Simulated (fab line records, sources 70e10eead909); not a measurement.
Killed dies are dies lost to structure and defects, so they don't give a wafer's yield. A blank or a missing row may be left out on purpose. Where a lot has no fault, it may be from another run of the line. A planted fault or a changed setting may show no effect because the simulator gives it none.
A lot that was struck, set against a sound lot / flow nand_harc / 15 steps out of a route of 1159
Sound: the wafers L130.1, L130.4, L130.5. The struck wafers were L128.3, L128.5, L128.6. At the end, the cause is stated.
At each step with rows: each side's tool, then ch and its chambers, then its first start. Under that, the readings that differ: sound wafers / struck wafers / difference of the means / sigmas: that difference in standard deviations of wafers without a fault.
alike: a reading whose means differ by less than 2 such deviations, as well as words and numbers matching on both sides. not compared: withheld readings; readings where some wafer has no value; bounds like >300 that might hide an equal value; numbers whose values overlap and for which the record gives no deviation.
A row with sigmas, a row that says differs or no value, or rows on one side alone: a step with any of these is where the two part. When numbers do not overlap yet have no deviation, they are printed without sigmas and do not part them. A reading that every wafer of one side lacks parts them only if that side has two wafers or more.

first, 4 steps without rows for these wafers: NHARC_P_BONDPAD_EBR_05; NHARC_P_BONDPAD_EXPOSE_06 (exposes mask P BPAD); NHARC_P_BONDPAD_PEB_07 (peb time 80 s); NHARC_P_BONDPAD_DEVELOP_08 (time 50 s).
NHARC_P_BONDPAD_CD_MEAS_09: target cd 500 nm.
  sound on cd_sem-03 ch 0, day 11 01:10; struck on cd_sem-02 ch 0, day 11 02:05
  alike: cd_nm
NHARC_P_BONDPAD_OVL_MEAS_38:
  struck on overlay-01, day 11 02:10; sound on overlay-02, day 11 01:15
reading=overlay_x_nm (nm); sound=6 7 7; struck=-9 -9 -8; difference=-15; sigmas=-2
  alike: overlay_y_nm
then, 1 step without rows for these wafers: NHARC_P_BONDPAD_HARDBAKE_10 (time 65 s).
NHARC_P_BONDPAD_DESCUM_11: chemistry O2, time 3 s.
  sound on rie_diel-01 ch 0,1, day 11 01:22; struck on rie_diel-01 ch 1,2, day 11 02:18
  alike: drypump_motor_current_A, oes_product_au, rf_vpp_V, showerhead_plenum_p_Torr, throttle_valve_pct
  not compared: rf_hours_counter_h
NHARC_P_BONDPAD_ETCH_37: etches the open film in N2/H2, target depth 60 nm, overetch 18 nm, time 65.91 s.
  sound on rie_diel-01 ch 0,1, day 11 01:28; struck on rie_diel-01 ch 0,1, day 11 02:23
  alike: bias_w, chamber_pressure_mTorr, drypump_motor_current_A, oes_product_au, rf_vpp_V, showerhead_plenum_p_Torr, throttle_valve_pct
  not compared: rf_hours_counter_h
NHARC_P_BONDPAD_ETCH_12: etches the open film in CHF3/O2, target depth 200 nm, time 100 s.
  sound: rie_diel-01 ch 1,2; struck: rie_diel-01 ch 1,2
  alike: bias_w, chamber_pressure_mTorr, drypump_motor_current_A, oes_product_au, rf_vpp_V, showerhead_plenum_p_Torr, throttle_valve_pct
  not compared: rf_hours_counter_h
NHARC_P_BONDPAD_CD_MEAS_13:
  struck on cd_sem-03, day 11 02:37; sound on cd_sem-01, day 11 01:41
  alike: cd_nm
NHARC_P_BONDPAD_STRIP_15: strips in O2.
  sound on rie_diel-01 ch 0,1,3, day 11 01:47; struck on rie_diel-12 ch 2,3, day 11 02:41
  alike: drypump_motor_current_A, oes_product_au, rf_vpp_V, showerhead_plenum_p_Torr, throttle_valve_pct
  not compared: rf_hours_counter_h
NHARC_P_BONDPAD_ETCH_24: etches the open film in CF4/N2, target depth 30 nm, time 72.99 s.
  sound on rie_diel-01 ch 0,2,3, day 11 01:55; struck on rie_diel-12 ch 0,1, day 11 02:51
  no value came back on the struck wafers for any of 7 readings (bias_w (W), cf4_flow_sccm (sccm) and others); on the sound wafers bias_w (W) reads 100.1 100.2 99.9
  not compared: rf_hours_counter_h
then, 1 step without rows for these wafers: NHARC_P_BONDPAD_STRIP_16 (strips in post etch residue remover, time 600 s).
-- the record jumps here: 14 days lie between the struck wafers' starts before and after (it left off in module P_BONDPAD and takes up again in module END, whose first step shown is number 1159 of the route) --
NHARC_END_SORT_01:
  sound on prober-02 ch 0, day 24 14:05; struck on prober-01 ch 0, day 24 15:47
reading=defect_limited_yield (%); sound=92.5 90.5 93.2; struck=0 0 0; difference=-92; sigmas=-54
reading=killed_at_array; sound=46 62 45; struck=16 16 18; difference=-34; sigmas=-3
reading=killed_at_other; sound=0 1 1; struck=2 5 5; difference=+3; sigmas=+3
reading=killed_at_periphery; sound=5 1 0; struck=659 656 654; difference=+654; sigmas=+99 or more
reading=killed_dies; sound=51 64 46; struck=677 677 677; difference=+623; sigmas=+52
reading=sort_bin_2_pct (%); sound=2.2 3.0 2.1; struck=98.1 97.3 96.6; difference=+94.9; sigmas=+99 or more
reading=sort_bin_4_pct (%); sound=5.0 6.2 4.4; struck=1.6 2.7 3.2; difference=-2.7; sigmas=-2
reading=sort_n_pass; sound=626 613 631; struck=0 0 0; difference=-623; sigmas=-52
reading=sort_rim_yield_pct (%); sound=94.3 96.2 97.2; struck=0 0 0; difference=-96; sigmas=-37
reading=sort_yield_pct (%); sound=92.5 90.5 93.2; struck=0 0 0; difference=-92; sigmas=-54
  alike: killed_open, killed_short, sort_bin_3_pct

## WHERE THEY PART
Earliest at NHARC_P_BONDPAD_OVL_MEAS_38; latest, in this record, at NHARC_END_SORT_01.

WHY: what had been put in by the simulator
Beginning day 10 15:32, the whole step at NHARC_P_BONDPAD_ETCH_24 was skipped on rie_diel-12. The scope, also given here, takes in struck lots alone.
